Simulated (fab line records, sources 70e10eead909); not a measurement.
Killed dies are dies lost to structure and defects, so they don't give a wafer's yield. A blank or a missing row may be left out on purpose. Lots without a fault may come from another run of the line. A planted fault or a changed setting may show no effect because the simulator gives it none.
Which tool did it? | flow nand_harc | 6 lots, 18 wafers sampled, at 4 steps of a route of 1302

WHAT THE GAUGES READ, wafer by wafer
NHARC_P_GATE_CD_MEAS_11: target cd 1640 nm.
lot  | measured     | on        | cd_nm (nm)
L843 | day 4 20:45  | cd_sem-03 | 1637.3 1637.5 1640.6
L855 | day 9 15:10  | cd_sem-03 | 1638.3 1640.5 1637.5
L858 | day 11 04:08 | cd_sem-01 | 1640.0 1639.2 1639.8
L861 | day 12 07:04 | cd_sem-02 | 1637.3 1638.9 1640.2
L863 | day 12 23:23 | cd_sem-01 | 1639.5 1639.6 1639.9
L865 | day 13 22:03 | cd_sem-02 | 1639.4 1640.1 1639.0

WHICH TOOL RAN EACH LOT (tool, then ch and the chambers of the sampled wafers, then the start)
lot  | NHARC_P_ZERO_WELL_ETCH_63       | NHARC_P_ZERO_WELL_DESCUM_39       | NHARC_P_GATE_EXPOSE_08
L843 | rie_si-02 ch 1,2,3, day 2 07:41 | rie_diel-13 ch 1,2,3, day 2 10:19 | krf_scanner-04 ch 0, day 4 20:36
L855 | rie_si-02 ch 2,3, day 7 07:33   | rie_diel-12 ch 0,2,3, day 7 10:20 | krf_scanner-04 ch 0, day 9 15:01
L858 | rie_si-02 ch 0,2, day 8 13:41   | rie_diel-02 ch 0,2,3, day 8 16:23 | krf_scanner-03 ch 0, day 11 03:59
L861 | rie_si-04 ch 0,2, day 9 19:45   | rie_diel-02 ch 0,1,2, day 9 22:31 | krf_scanner-04 ch 0, day 12 06:55
L863 | rie_si-04 ch 0,3, day 10 15:43  | rie_diel-12 ch 1,2, day 10 18:23  | krf_scanner-04 ch 0, day 12 23:14
L865 | rie_si-04 ch 2,3, day 11 11:47  | rie_diel-13 ch 0,3, day 11 14:23  | krf_scanner-01 ch 0, day 13 21:53
- NHARC_P_ZERO_WELL_ETCH_63: etches the open film in HBr/Cl2, target depth 120 nm, time 40.1 s.
- NHARC_P_ZERO_WELL_DESCUM_39: chemistry O2, time 3 s.
- NHARC_P_GATE_EXPOSE_08: exposes mask P HV.

THE ANSWER, worked out from the rows above alone
Rule: what is usual is taken from the lots themselves. Put in order of their means at a reading, lots are off if they are a third of the lots or fewer, leave a main group of 4 or more, and stand apart from it by a gap of 3 or more times the standard deviation of the main group's means; of several such gaps the widest counts. A main group whose means are all the same, to the digits that the tables above print for the reading, isn't used. A lot without any number at a reading at which 4 lots or more have one is off too. The other lots that the step has rows for count as sound.
No lot is off at any reading shown: from this, nothing can be told.

WHAT THE SIMULATOR HAD PUT IN
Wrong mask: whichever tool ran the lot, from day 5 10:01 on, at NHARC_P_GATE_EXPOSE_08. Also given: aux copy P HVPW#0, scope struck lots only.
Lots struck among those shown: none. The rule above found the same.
